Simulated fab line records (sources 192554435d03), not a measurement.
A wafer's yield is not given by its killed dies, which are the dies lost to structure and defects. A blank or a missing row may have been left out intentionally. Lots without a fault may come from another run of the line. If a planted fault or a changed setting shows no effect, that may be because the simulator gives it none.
fab line records + flow n5_finfet
record
- lots=6
- wafers=18
- last_day=17
route steps=1938 shown BEOL_M13@1711 BEOL_M14@1716 PASSIVATION@1936
lots with no fault: from the same line, run without faults
start_h: start of the lot's first displayed wafer, in hours after the record's first day + wait_h: hours elapsed since this lot's preceding step + " identical to the entry in the row above + L1.1+2: a single row standing in for several wafers + - no value, or no start was given + * or withheld: withheld + < > ~ a bound
route shown NAME@n: a module of which the file shows steps, and the number in the route of the first + usual: average and standard deviation across the fault-free wafers + same: alike in all rows + chamber/n: place in a boat + sites: readings site by site + _std_site: the values' standard deviation + _edge_site: mean of outer sites minus mean of inner sites + radius_mm: for every site, how far away it sits from the centre of the wafer + mask NAME#n: copy n + behind: the last tool/chamber to shape the wafer + hold: why the lot was held/for how many hours/how that ended + device: names the non-switching transistor (n, p or np) + end of line: the tests these same wafers got at the end of their route + step lacking rows: just its recipe + killed: dies that structure and defects cost at the first sort, which is not the same as the wafer's yield + map: the dies of a wafer, with x for killed, . for not killed, _ for no die there
set.NAME: the setting that was run; set.NAME@STEP: the one run at that earlier step + model.NAME: the simulator's own value behind a step, which no gauge read
certain route steps with their lots: each step a table, each wafer a row
services: from which hour (start_h, from the record's first day; less than 0 if before it) a tool's chamber was out of use, for how many hours, and why
## steps
# step N5_BEOL_M13_THK_MEAS_50
# recipe
- thk_meas_gauge=xrf
- reads=Cu_of_BEOL_M13_ECD_47
# usual
- M13_THK=424/6.4
| lot.wafer | tool          | chamber | start_h | wait_h | M13_THK[nm] |
|-----------|---------------|---------|---------|--------|-------------|
| L974.2    | film_metro-02 | -       | 252.84  | -      | 419         |
| L974.5    | "             | -       | "       | "      | 430         |
| L974.6    | "             | -       | "       | "      | 421         |
| L976.1    | film_metro-02 | -       | 283.88  | -      | 425         |
| L976.3    | "             | -       | "       | "      | 412         |
| L976.4    | "             | -       | "       | "      | 420         |
| L980.2    | film_metro-01 | -       | 284.88  | -      | 426         |
| L980.3    | "             | -       | "       | "      | 412         |
| L980.4    | "             | -       | "       | "      | 421         |
| L990.1    | film_metro-01 | -       | 333.57  | -      | 429         |
| L990.4    | "             | -       | "       | "      | 427         |
| L990.6    | "             | -       | "       | "      | 425         |
| L987.1    | film_metro-01 | -       | 337.73  | -      | 425         |
| L987.2    | "             | -       | "       | "      | 423         |
| L987.4    | "             | -       | "       | "      | 421         |
| L996.1    | film_metro-02 | -       | 391.54  | -      | 419         |
| L996.2    | "             | -       | "       | "      | 425         |
| L996.5    | "             | -       | "       | "      | 415         |
# step N5_BEOL_M13_PRE_CLEAN_52
# recipe
- gas=NH3
- time_s=15
- temp_c=withheld
- rf_power_w=300
# step N5_BEOL_M13_DEP_53
# recipe
- material=SiCN
- target_thk_a=500
- temp_c=withheld
- precursor=3MS/NH3
- pressure_torr=3
- rf_w=675
- time_s=17.8
# usual
- showerhead_plenum_p_Torr=4.160/0.02
- throttle_valve_pct=18.1/0.94
| lot.wafer | tool     | chamber | start_h | wait_h | showerhead_plenum_p_Torr | throttle_valve_pct |
|-----------|----------|---------|---------|--------|--------------------------|--------------------|
| L974.2    | pecvd-03 | 0       | 252.90  | 0.0    | 4.142                    | 18.4               |
| L974.5    | "        | 1       | "       | "      | 4.211                    | 17.1               |
| L974.6    | "        | 0       | "       | "      | 4.144                    | 18.5               |
| L976.1    | pecvd-02 | 0       | 283.94  | 0.0    | 4.138                    | 18.1               |
| L976.3    | "        | 2       | "       | "      | 4.180                    | 17.4               |
| L976.4    | "        | 0       | "       | "      | 4.145                    | 18.2               |
| L980.2    | pecvd-03 | 1       | 284.94  | 0.0    | 4.210                    | 17.0               |
| L980.3    | "        | 0       | "       | "      | 4.152                    | 18.6               |
| L980.4    | "        | 1       | "       | "      | 4.214                    | 16.9               |
| L990.1    | pecvd-01 | 1       | 333.64  | 0.0    | 4.159                    | 20.3               |
| L990.4    | "        | 2       | "       | "      | 4.158                    | 17.2               |
| L990.6    | "        | 1       | "       | "      | 4.149                    | 20.6               |
| L987.1    | pecvd-02 | 0       | 337.79  | 0.0    | 4.139                    | 18.1               |
| L987.2    | "        | 2       | "       | "      | 4.180                    | 17.7               |
| L987.4    | "        | 1       | "       | "      | 4.156                    | 17.4               |
| L996.1    | pecvd-01 | 2       | 391.61  | 0.0    | 4.155                    | 17.0               |
| L996.2    | "        | 0       | "       | "      | 4.147                    | 17.9               |
| L996.5    | "        | 0       | "       | "      | 4.139                    | 18.2               |
# step N5_BEOL_M13_RS_MEAS_54
# recipe
- thk_meas_gauge=four-point-probe
- reads=Cu_of_BEOL_M13_ECD_47+Ta_of_BEOL_M13_SPUTTER_44+TaN_of_BEOL_M13_SPUTTER_43
# usual
- M13_RS=0.0453/0.00065
| lot.wafer | tool          | chamber | start_h | wait_h | M13_RS[ohm/sq] |
|-----------|---------------|---------|---------|--------|----------------|
| L974.2    | film_metro-02 | -       | 252.97  | 0.1    | 0.0456         |
| L974.5    | "             | -       | "       | "      | 0.0447         |
| L974.6    | "             | -       | "       | "      | 0.0453         |
| L976.1    | film_metro-01 | -       | 284.01  | 0.0    | 0.0454         |
| L976.3    | "             | -       | "       | "      | 0.0466         |
| L976.4    | "             | -       | "       | "      | 0.0457         |
| L980.2    | film_metro-02 | -       | 285.01  | 0.1    | 0.0452         |
| L980.3    | "             | -       | "       | "      | 0.0468         |
| L980.4    | "             | -       | "       | "      | 0.0458         |
| L990.1    | film_metro-01 | -       | 333.70  | 0.0    | 0.0451         |
| L990.4    | "             | -       | "       | "      | 0.0453         |
| L990.6    | "             | -       | "       | "      | 0.0458         |
| L987.1    | film_metro-01 | -       | 337.86  | 0.0    | 0.0452         |
| L987.2    | "             | -       | "       | "      | 0.0451         |
| L987.4    | "             | -       | "       | "      | 0.0455         |
| L996.1    | film_metro-01 | -       | 391.69  | 0.1    | 0.0457         |
| L996.2    | "             | -       | "       | "      | 0.0452         |
| L996.5    | "             | -       | "       | "      | 0.0459         |
# step N5_BEOL_M13_INSPECT_55
# recipe
- inspect_instrument=darkfield
- mode=post_dep
# usual
- raw_defect_count=71/29
| lot.wafer | tool              | chamber | start_h | wait_h | raw_defect_count |
|-----------|-------------------|---------|---------|--------|------------------|
| L974.2    | defect_inspect-01 | -       | 252.99  | 0.0    | 82               |
| L974.5    | "                 | -       | "       | "      | 137              |
| L974.6    | "                 | -       | "       | "      | 61               |
| L976.1    | defect_inspect-02 | -       | 284.03  | 0.0    | 76               |
| L976.3    | "                 | -       | "       | "      | 121              |
| L976.4    | "                 | -       | "       | "      | 60               |
| L980.2    | defect_inspect-02 | -       | 285.03  | 0.0    | 67               |
| L980.3    | "                 | -       | "       | "      | 86               |
| L980.4    | "                 | -       | "       | "      | 55               |
| L990.1    | defect_inspect-02 | -       | 333.73  | 0.0    | 56               |
| L990.4    | "                 | -       | "       | "      | 68               |
| L990.6    | "                 | -       | "       | "      | 65               |
| L987.1    | defect_inspect-02 | -       | 337.88  | 0.0    | 55               |
| L987.2    | "                 | -       | "       | "      | 66               |
| L987.4    | "                 | -       | "       | "      | 30               |
| L996.1    | defect_inspect-01 | -       | 391.72  | 0.0    | 46               |
| L996.2    | "                 | -       | "       | "      | 73               |
| L996.5    | "                 | -       | "       | "      | 60               |
# step N5_BEOL_M14_ILD_DEP_00
# recipe
- material=SiO2
- target_thk_a=11193
- temp_c=400
- precursor=TEOS/O2
- pressure_torr=6.5
- rf_w=900
- teos_flow_sccm=161.4
- gas=O2
- flow_sccm=2650
- time_s=237.4
# usual
- heater_power_w=559/100
- showerhead_plenum_p_Torr=8.35/0.031
- throttle_valve_pct=19.0/1.3
| lot.wafer | tool     | chamber | start_h | wait_h | heater_power_w | showerhead_plenum_p_Torr | throttle_valve_pct |
|-----------|----------|---------|---------|--------|----------------|--------------------------|--------------------|
| L974.2    | pecvd-01 | 1       | 253.03  | 0.0    | 613            | 8.33                     | 21.1               |
| L974.5    | "        | 0       | "       | "      | 654            | 8.33                     | 18.7               |
| L974.6    | "        | 1       | "       | "      | 683            | 8.31                     | 21.2               |
| L976.1    | pecvd-03 | 1       | 284.07  | 0.0    | 619            | 8.43                     | 17.4               |
| L976.3    | "        | 0       | "       | "      | 605            | 8.31                     | 19.0               |
| L976.4    | "        | 2       | "       | "      | 626            | 8.36                     | 18.8               |
| L980.2    | pecvd-01 | 2       | 285.07  | 0.0    | 497            | 8.35                     | 17.7               |
| L980.3    | "        | 0       | "       | "      | 660            | 8.32                     | 18.9               |
| L980.4    | "        | 1       | "       | "      | 584            | 8.34                     | 21.2               |
| L990.1    | pecvd-04 | 0       | 333.77  | 0.0    | 368            | 8.35                     | 20.5               |
| L990.4    | "        | 0       | "       | "      | 406            | 8.37                     | 20.5               |
| L990.6    | "        | 1       | "       | "      | 554            | 8.36                     | 20.0               |
| L987.1    | pecvd-01 | 1       | 337.92  | 0.0    | 707            | 8.33                     | 21.3               |
| L987.2    | "        | 0       | "       | "      | 700            | 8.33                     | 18.4               |
| L987.4    | "        | 2       | "       | "      | 449            | 8.37                     | 17.9               |
| L996.1    | pecvd-04 | 0       | 391.76  | 0.0    | 383            | 8.36                     | 20.6               |
| L996.2    | "        | 2       | "       | "      | 446            | 8.37                     | 17.7               |
| L996.5    | "        | 2       | "       | "      | 474            | 8.38                     | 17.7               |
# step N5_BEOL_M14_THK_MEAS_01
# recipe
- reads=SiO2_of_BEOL_M14_ILD_DEP_00
# usual
- M14_ILD_THK=1117/18
| lot.wafer | tool          | chamber | start_h | wait_h | M14_ILD_THK[nm] |
|-----------|---------------|---------|---------|--------|-----------------|
| L974.2    | film_metro-02 | -       | 253.22  | 0.1    | 1131            |
| L974.5    | "             | -       | "       | "      | 1128            |
| L974.6    | "             | -       | "       | "      | 1152            |
| L976.1    | film_metro-01 | -       | 284.26  | 0.1    | 1088            |
| L976.3    | "             | -       | "       | "      | 1108            |
| L976.4    | "             | -       | "       | "      | 1087            |
| L980.2    | film_metro-01 | -       | 285.26  | 0.1    | 1096            |
| L980.3    | "             | -       | "       | "      | 1111            |
| L980.4    | "             | -       | "       | "      | 1159            |
| L990.1    | film_metro-01 | -       | 333.96  | 0.1    | 1135            |
| L990.4    | "             | -       | "       | "      | 1130            |
| L990.6    | "             | -       | "       | "      | 1158            |
| L987.1    | film_metro-02 | -       | 338.11  | 0.1    | 1126            |
| L987.2    | "             | -       | "       | "      | 1110            |
| L987.4    | "             | -       | "       | "      | 1102            |
| L996.1    | film_metro-01 | -       | 391.95  | 0.1    | 1122            |
| L996.2    | "             | -       | "       | "      | 1119            |
| L996.5    | "             | -       | "       | "      | 1126            |
# step N5_BEOL_M14_COAT_58
# recipe
- resist=BARC
- temp_c=205
- time_s=60
- spin_rpm=1500
- resist_thk_nm=89
# step N5_BEOL_M14_COAT_04
# recipe
- spin_rpm=1704
- resist_thk_nm=800
# step N5_BEOL_M14_EBR_06
# recipe
- solvent=PGMEA
- ebr_width_mm=1.5
# step N5_BEOL_M14_SOFTBAKE_05
# recipe
- temp_c=130
- time_s=60
# step N5_BEOL_M14_EXPOSE_07
# recipe
- mask_id=V13
- na=0.8
- source_shape=annular
- sigma_inner=0.5
- sigma_outer=0.8
- polarization=unpolarized
- attpsm_phase_deg=180
- dose_mj=57
# step N5_BEOL_M14_PEB_08
# recipe
- peb_temp_c=130
- peb_time_s=90
# usual
- exhaust_pa=45.0/1.2
- heater_power_total_W=172.5/0.77
- plate_temp_C=129.99/0.15
| lot.wafer | tool           | chamber | start_h | wait_h | exhaust_pa | heater_power_total_W | plate_temp_C |
|-----------|----------------|---------|---------|--------|------------|----------------------|--------------|
| L974.2    | litho_track-03 | 0       | 253.54  | 0.0    | 45.8       | 173.1                | 129.78       |
| L974.5    | "              | 0       | "       | "      | 45.8       | 172.2                | 129.79       |
| L974.6    | "              | 0       | "       | "      | 46.3       | 172.8                | 129.90       |
| L976.1    | litho_track-01 | 0       | 284.58  | 0.1    | 43.4       | 168.7                | 127.87       |
| L976.3    | "              | 0       | "       | "      | 45.0       | 167.2                | 127.89       |
| L976.4    | "              | 0       | "       | "      | 44.2       | 169.5                | 127.87       |
| L980.2    | litho_track-01 | 0       | 285.45  | 0.0    | 45.3       | 168.9                | 127.73       |
| L980.3    | "              | 0       | "       | "      | 44.6       | 170.3                | 127.88       |
| L980.4    | "              | 0       | "       | "      | 45.4       | 168.9                | 127.83       |
| L990.1    | litho_track-03 | 0       | 334.15  | 0.1    | 45.3       | 173.2                | 130.10       |
| L990.4    | "              | 0       | "       | "      | 46.8       | 173.0                | 129.94       |
| L990.6    | "              | 0       | "       | "      | 47.6       | 173.9                | 129.91       |
| L987.1    | litho_track-03 | 0       | 338.30  | 0.1    | 45.2       | 172.0                | 130.23       |
| L987.2    | "              | 0       | "       | "      | 44.2       | 172.8                | 129.94       |
| L987.4    | "              | 0       | "       | "      | 46.8       | 172.7                | 130.09       |
| L996.1    | litho_track-01 | 0       | 392.14  | 0.1    | 45.3       | 172.0                | 130.11       |
| L996.2    | "              | 0       | "       | "      | 43.0       | 172.0                | 130.07       |
| L996.5    | "              | 0       | "       | "      | 43.2       | 173.9                | 129.84       |
# step N5_BEOL_M14_DEVELOP_09
# recipe
- develop_time_s=45
- rinse_liquid=diw
- dry=air_spin
- dev_temp_c=21
# step N5_BEOL_M14_HARDBAKE_14
# recipe
- temp_c=130
- time_s=120
# step N5_BEOL_M14_CD_MEAS_10
# recipe
- target_cd_nm=250
- landing_energy_ev=500
- detector=se_inlens
- polarity=opening
# usual
- cd_nm=251.1/1.4
| lot.wafer | tool      | chamber | start_h | wait_h | cd_nm |
|-----------|-----------|---------|---------|--------|-------|
| L974.2    | cd_sem-01 | 0       | 253.65  | -      | 250.8 |
| L974.5    | "         | 0       | "       | "      | 251.3 |
| L974.6    | "         | 0       | "       | "      | 252.8 |
| L976.1    | cd_sem-01 | 0       | 284.69  | -      | 240.2 |
| L976.3    | "         | 0       | "       | "      | 238.7 |
| L976.4    | "         | 0       | "       | "      | 242.5 |
| L980.2    | cd_sem-01 | 0       | 285.57  | -      | 240.1 |
| L980.3    | "         | 0       | "       | "      | 242.0 |
| L980.4    | "         | 0       | "       | "      | 242.9 |
| L990.1    | cd_sem-03 | 0       | 334.26  | -      | 250.2 |
| L990.4    | "         | 0       | "       | "      | 249.6 |
| L990.6    | "         | 0       | "       | "      | 250.4 |
| L987.1    | cd_sem-01 | 0       | 338.42  | -      | 252.2 |
| L987.2    | "         | 0       | "       | "      | 251.6 |
| L987.4    | "         | 0       | "       | "      | 251.6 |
| L996.1    | cd_sem-02 | 0       | 392.25  | -      | 253.0 |
| L996.2    | "         | 0       | "       | "      | 254.5 |
| L996.5    | "         | 0       | "       | "      | 252.8 |
# step N5_BEOL_M14_OVL_MEAS_11
# recipe
- points_per_wafer=44
# usual
- V13_OVL=-2/4.3
| lot.wafer | tool       | chamber | start_h | wait_h | V13_OVL[nm] |
|-----------|------------|---------|---------|--------|-------------|
| L974.2    | overlay-02 | 0       | 253.68  | 0.0    | -2          |
| L974.5    | "          | 0       | "       | "      | -1          |
| L974.6    | "          | 0       | "       | "      | 4           |
| L976.1    | overlay-01 | 0       | 284.72  | 0.0    | -1          |
| L976.3    | "          | 0       | "       | "      | -2          |
| L976.4    | "          | 0       | "       | "      | 0           |
| L980.2    | overlay-02 | 0       | 285.60  | 0.0    | 3           |
| L980.3    | "          | 0       | "       | "      | 7           |
| L980.4    | "          | 0       | "       | "      | 4           |
| L990.1    | overlay-01 | 0       | 334.29  | 0.0    | -3          |
| L990.4    | "          | 0       | "       | "      | 5           |
| L990.6    | "          | 0       | "       | "      | -7          |
| L987.1    | overlay-01 | 0       | 338.45  | 0.0    | -3          |
| L987.2    | "          | 0       | "       | "      | -10         |
| L987.4    | "          | 0       | "       | "      | -7          |
| L996.1    | overlay-02 | 0       | 392.28  | 0.0    | -9          |
| L996.2    | "          | 0       | "       | "      | -7          |
| L996.5    | "          | 0       | "       | "      | -10         |
# step N5_PASSIVATION_PROBE_49
# usual
- defect_limited_yield=91.6/1.2
- killed_at_M0_to_M3=33/9.4
- killed_at_M4_up=13/5.2
- killed_at_contacts=13/5.6
- killed_at_front_end=37/9.5
- killed_at_other=4/3.1
- killed_dies=99/15
- killed_open=65/11
- killed_short=32/7.5
- sort_bin_5_function=4.9/0.77
- sort_bin_6_memory=3.1/0.65
- sort_n_pass=1081/15
- sort_yield_pct=91.6/1.2
# same
- gross_dies=1180
- killed_at_back_side=0
- sort_bin_4_leakage[%]=0
- sort_bin_8_speed[%]=0
| lot.wafer | tool      | chamber | start_h | wait_h | defect_limited_yield[%] | killed_at_M0_to_M3 | killed_at_M4_up | killed_at_contacts | killed_at_front_end | killed_at_other | killed_dies | killed_open | killed_short | sort_bin_5_function[%] | sort_bin_6_memory[%] | sort_n_pass | sort_yield_pct[%] |
|-----------|-----------|---------|---------|--------|-------------------------|--------------------|-----------------|--------------------|---------------------|-----------------|-------------|-------------|--------------|------------------------|----------------------|-------------|-------------------|
| L974.2    | prober-02 | -       | 283.23  | 0.1    | 91.2                    | 35                 | 25              | 10                 | 31                  | 3               | 104         | 67          | 36           | 5.4                    | 3.1                  | 1076        | 91.2              |
| L974.5    | prober-02 | -       | 283.38  | 0.2    | 92.5                    | 34                 | 8               | 9                  | 36                  | 2               | 89          | 65          | 23           | 3.7                    | 3.5                  | 1091        | 92.5              |
| L974.6    | prober-02 | -       | 283.43  | 0.3    | 90.5                    | 47                 | 16              | 16                 | 31                  | 2               | 112         | 70          | 41           | 5.4                    | 3.8                  | 1068        | 90.5              |
| L976.1    | prober-02 | -       | 317.59  | 0.0    | 92.0                    | 33                 | 8               | 13                 | 35                  | 5               | 94          | 62          | 32           | 5.2                    | 2.1                  | 1086        | 92.0              |
| L976.3    | prober-02 | -       | 317.69  | 0.1    | 90.1                    | 26                 | 20              | 14                 | 53                  | 4               | 117         | 83          | 34           | 6.0                    | 3.6                  | 1063        | 90.1              |
| L976.4    | prober-02 | -       | 317.74  | 0.2    | 91.9                    | 21                 | 13              | 12                 | 42                  | 8               | 96          | 72          | 23           | 5.5                    | 2.5                  | 1084        | 91.9              |
| L980.2    | prober-02 | -       | 323.84  | 0.1    | 92.4                    | 24                 | 5               | 15                 | 37                  | 9               | 90          | 54          | 35           | 4.7                    | 2.4                  | 1090        | 92.4              |
| L980.3    | prober-02 | -       | 323.89  | 0.1    | 91.4                    | 41                 | 11              | 13                 | 30                  | 6               | 101         | 59          | 42           | 4.5                    | 3.6                  | 1079        | 91.4              |
| L980.4    | prober-02 | -       | 323.94  | 0.2    | 91.8                    | 31                 | 13              | 1                  | 44                  | 8               | 97          | 60          | 36           | 4.4                    | 3.1                  | 1083        | 91.8              |
| L990.1    | prober-01 | -       | 367.32  | 0.0    | 92.8                    | 27                 | 15              | 4                  | 35                  | 4               | 85          | 51          | 32           | 4.4                    | 2.6                  | 1095        | 92.8              |
| L990.4    | prober-01 | -       | 367.47  | 0.2    | 90.8                    | 31                 | 11              | 9                  | 56                  | 2               | 109         | 67          | 36           | 4.6                    | 4.3                  | 1071        | 90.8              |
| L990.6    | prober-01 | -       | 367.57  | 0.3    | 91.4                    | 32                 | 19              | 3                  | 45                  | 3               | 102         | 68          | 33           | 5.1                    | 3.2                  | 1078        | 91.4              |
| L987.1    | prober-02 | -       | 374.36  | 0.0    | 90.3                    | 41                 | 8               | 10                 | 55                  | 0               | 114         | 74          | 40           | 5.7                    | 3.8                  | 1066        | 90.3              |
| L987.2    | prober-02 | -       | 374.41  | 0.1    | 91.5                    | 29                 | 15              | 16                 | 39                  | 1               | 100         | 69          | 30           | 4.7                    | 3.4                  | 1080        | 91.5              |
| L987.4    | prober-02 | -       | 374.51  | 0.2    | 93.5                    | 24                 | 7               | 24                 | 22                  | 0               | 77          | 44          | 32           | 4.5                    | 1.9                  | 1103        | 93.5              |
| L996.1    | prober-01 | -       | 414.14  | 0.0    | 90.2                    | 25                 | 30              | 11                 | 42                  | 8               | 116         | 79          | 35           | 5.7                    | 4.0                  | 1064        | 90.2              |
| L996.2    | prober-01 | -       | 414.19  | 0.1    | 92.1                    | 23                 | 19              | 6                  | 37                  | 8               | 93          | 64          | 29           | 5.3                    | 2.5                  | 1087        | 92.1              |
| L996.5    | prober-01 | -       | 414.34  | 0.2    | 91.1                    | 37                 | 18              | 8                  | 31                  | 11              | 105         | 70          | 31           | 5.7                    | 2.8                  | 1075        | 91.1              |
# killed by level:class
L974.2 BEOL_M4:geometric_particle:open=12 BEOL_M0_SAQP:geometric_particle:short=9 MOL_CONTACT_COAG:geometric_particle:open=8 BEOL_M2:geometric_particle:open=8 STI_FIN_REVEAL:geometric_particle:open=6 BEOL_M0_SAQP:geometric_particle:open=6 GATE_CUT:geometric_particle:short=5 BEOL_M2:geometric_particle:short=5
L974.5 BEOL_M2:geometric_particle:open=9 MOL_CONTACT_COAG:geometric_particle:open=8 FIN_SAQP:geometric_particle:open=7 BEOL_M0:geometric_particle:open=7 DUMMY_GATE:geometric_particle:open=6 BEOL_M4:geometric_particle:open=6 STI_FIN_REVEAL:geometric_particle:open=5 ILD0:geometric_particle:open=5
L974.6 BEOL_M2:geometric_particle:open=12 MOL_CONTACT_COAG:geometric_particle:open=11 BEOL_M0_SAQP:geometric_particle:short=11 BEOL_M0_SAQP:geometric_particle:open=9 BEOL_M4:geometric_particle:open=8 STI_FIN_REVEAL:geometric_particle:open=7 BEOL_M3:geometric_particle:open=6 GATE_CUT:geometric_particle:short=5
L976.1 MOL_CONTACT_COAG:geometric_particle:open=11 BEOL_M1:geometric_particle:open=11 STI_FIN_REVEAL:geometric_particle:open=8 FIN_SAQP:geometric_particle:open=6 BEOL_M1:geometric_particle:short=6 FIN_SAQP:geometric_particle:short=5 GATE_CUT:geometric_particle:short=5 BEOL_M0:geometric_particle:open=4
L976.3 STI_FIN_REVEAL:geometric_particle:open=19 MOL_CONTACT_COAG:geometric_particle:open=12 FIN_SAQP:geometric_particle:open=8 FIN_SAQP:geometric_particle:short=7 BEOL_M4:geometric_particle:open=7 BEOL_M6:geometric_particle:open=6 BEOL_M1:geometric_particle:open=5 BEOL_M3:geometric_particle:open=5
L976.4 STI_FIN_REVEAL:geometric_particle:open=14 MOL_CONTACT_COAG:geometric_particle:open=10 FIN_SAQP:geometric_particle:open=6 FIN_SAQP:geometric_particle:short=6 BEOL_M3:geometric_particle:open=6 BEOL_M4:geometric_particle:open=6 PASS1_CAP:geometric_particle:open=6 STI_FIN_REVEAL:geometric_particle:short=4
L980.2 FIN_SAQP:geometric_particle:short=13 MOL_CONTACT_COAG:geometric_particle:open=12 FIN_SAQP:geometric_particle:open=8 BEOL_M1:geometric_particle:open=8 BEOL_M0_SAQP:geometric_particle:short=4 BEOL_M3:geometric_particle:open=4 STARTING-WAFER:geometric_particle:short=4 BEOL_M4:geometric_particle:open=3
L980.3 MOL_CONTACT_COAG:geometric_particle:open=11 BEOL_M0_SAQP:geometric_particle:short=10 FIN_SAQP:geometric_particle:short=9 BEOL_M1:geometric_particle:short=9 FIN_SAQP:geometric_particle:open=8 BEOL_M0:geometric_particle:open=7 BEOL_M3:geometric_particle:open=6 STI_FIN_REVEAL:geometric_particle:open=4
L980.4 FIN_SAQP:geometric_particle:short=12 FIN_SAQP:geometric_particle:open=11 BEOL_M1:geometric_particle:open=10 STI_FIN_REVEAL:geometric_particle:open=8 BEOL_M0_SAQP:geometric_particle:open=6 BEOL_M3:geometric_particle:open=6 BEOL_M4:geometric_particle:open=5 PASS1_CAP:geometric_particle:short=5
L990.1 BEOL_M0_SAQP:geometric_particle:short=13 STI_FIN_REVEAL:geometric_particle:open=10 BEOL_M4:geometric_particle:open=8 BEOL_M0_SAQP:geometric_particle:open=6 FIN_SAQP:geometric_particle:open=4 GATE_CUT:geometric_particle:short=4 BEOL_M1:geometric_particle:open=3 BEOL_M7:geometric_particle:open=3
L990.4 STI_FIN_REVEAL:geometric_particle:open=14 FIN_SAQP:geometric_particle:short=9 BEOL_M0_SAQP:geometric_particle:short=9 FIN_SAQP:geometric_particle:open=8 MOL_CONTACT_COAG:geometric_particle:open=8 BEOL_M3:geometric_particle:open=7 BEOL_M4:geometric_particle:open=6 DUMMY_GATE:geometric_particle:open=5
L990.6 BEOL_M4:geometric_particle:open=11 FIN_SAQP:geometric_particle:open=7 STI_FIN_REVEAL:geometric_particle:open=7 BEOL_M0_SAQP:geometric_particle:short=7 BEOL_M0_SAQP:geometric_particle:open=6 BEOL_M3:geometric_particle:open=6 FIN_SAQP:geometric_particle:short=5 GATE_CUT:geometric_particle:short=5
L987.1 FIN_SAQP:geometric_particle:short=17 BEOL_M3:geometric_particle:open=14 FIN_SAQP:geometric_particle:open=9 BEOL_M2:geometric_particle:open=9 MOL_CONTACT_COAG:geometric_particle:open=8 STI_FIN_REVEAL:geometric_particle:open=7 BEOL_M0_SAQP:geometric_particle:open=6 SPACER0:geometric_particle:short=4
L987.2 MOL_CONTACT_COAG:geometric_particle:open=12 STI_FIN_REVEAL:geometric_particle:open=11 BEOL_M4:geometric_particle:open=10 BEOL_M3:geometric_particle:open=9 GATE_CUT:geometric_particle:short=6 BEOL_M0_SAQP:geometric_particle:open=6 FIN_SAQP:geometric_particle:open=4 MOL_CONTACT_COAG:geometric_particle:short=4
L987.4 MOL_CONTACT_COAG:geometric_particle:open=16 BEOL_M0_SAQP:geometric_particle:short=9 MOL_CONTACT_COAG:geometric_particle:short=8 BEOL_M0_SAQP:geometric_particle:open=6 GATE_CUT:geometric_particle:short=5 BEOL_M3:geometric_particle:open=4 FIN_SAQP:geometric_particle:open=3 STI_FIN_REVEAL:geometric_particle:open=3
L996.1 BEOL_M4:geometric_particle:open=13 STI_FIN_REVEAL:geometric_particle:open=12 BEOL_M2:geometric_particle:open=9 FIN_SAQP:geometric_particle:short=8 MOL_CONTACT_COAG:geometric_particle:open=8 FIN_SAQP:geometric_particle:open=6 BEOL_M0_SAQP:geometric_particle:short=6 BEOL_M6:geometric_particle:open=4
L996.2 STI_FIN_REVEAL:geometric_particle:open=10 BEOL_M4:geometric_particle:open=9 BEOL_M2:geometric_particle:open=8 BEOL_M0_SAQP:geometric_particle:open=6 FIN_SAQP:geometric_particle:short=5 GATE_CUT:geometric_particle:short=5 MOL_CONTACT_COAG:geometric_particle:open=5 STARTING-WAFER:geometric_particle:short=4
L996.5 BEOL_M1:geometric_particle:open=14 MOL_CONTACT_COAG:geometric_particle:open=8 BEOL_M2:geometric_particle:open=8 BEOL_M4:geometric_particle:open=8 STI_FIN_REVEAL:geometric_particle:open=7 FIN_SAQP:geometric_particle:short=3 STI_FIN_REVEAL:geometric_particle:short=3 DUMMY_GATE:geometric_particle:open=3
## services
| tool           | chamber | start_h | hours | kind                          |
|----------------|---------|---------|-------|-------------------------------|
| litho_track-01 | -       | 238.30  | -     | consumable_replace:filter     |
| pecvd-01       | 2       | 259.72  | 5.5   | scheduled_down                |
| pecvd-03       | 0       | 262.20  | 2.1   | scheduled_down                |
| pecvd-04       | -       | 275.15  | 6.0   | pm                            |
| pecvd-02       | 2       | 276.66  | 6.6   | repair                        |
| pecvd-02       | -       | 286.30  | 0.9   | repair                        |
| pecvd-01       | 1       | 290.76  | 2.1   | scheduled_down                |
| pecvd-04       | 1       | 292.53  | 5.5   | scheduled_down                |
| pecvd-03       | -       | 311.16  | 3.1   | repair                        |
| pecvd-01       | 1       | 320.58  | 8.3   | repair                        |
| pecvd-01       | 0       | 329.59  | 2.1   | scheduled_down                |
| pecvd-04       | -       | 357.43  | 0.9   | repair                        |
| litho_track-01 | -       | 368.01  | -     | consumable_replace:filter     |
| pecvd-04       | -       | 368.56  | 4.9   | repair                        |
| pecvd-01       | -       | 379.19  | 2.8   | pm                            |
| pecvd-01       | 1       | 383.62  | -     | clean                         |
| pecvd-01       | 1       | 383.62  | -     | consumable_replace:showerhead |
| pecvd-01       | 1       | 383.62  | 29.0  | scheduled_down                |
| pecvd-01       | 1       | 383.62  | 29.0  | vent_cycle                    |
## key
first_sign
- step=N5_BEOL_M14_PEB_08
- reading=plate_temp_C
- direction=down
- sigmas=15
- usual=*
- struck=*
effect
- step=N5_BEOL_M14_PEB_08
- reading=heater_power_total_W
- direction=down
- sigmas=4.7
- usual=*
- struck=*
effect
- step=N5_BEOL_M14_CD_MEAS_10
- reading=cd_nm
- direction=down
- sigmas=7.4
- usual=251.1
- struck=241.1
- through=control_loop
met_at N5_BEOL_M14_PEB_08
struck_wafers L976.1,L976.3,L976.4,L980.2,L980.3,L980.4
loop_trim
- step=N5_BEOL_M14_EXPOSE_07
- setting=dose
- lots=L980
fault
- kind=process_parameter_drift
- tool=litho_track-01
- chamber=-
- onset_h=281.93
- steps=N5_BEOL_M14_PEB_08
- channel=peb_temp_c
- offset=*
- shape=step
- end_h=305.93
- acts_in=*
- stated=*
# loop_trim: a control loop set the setting to another value than it would have without faults
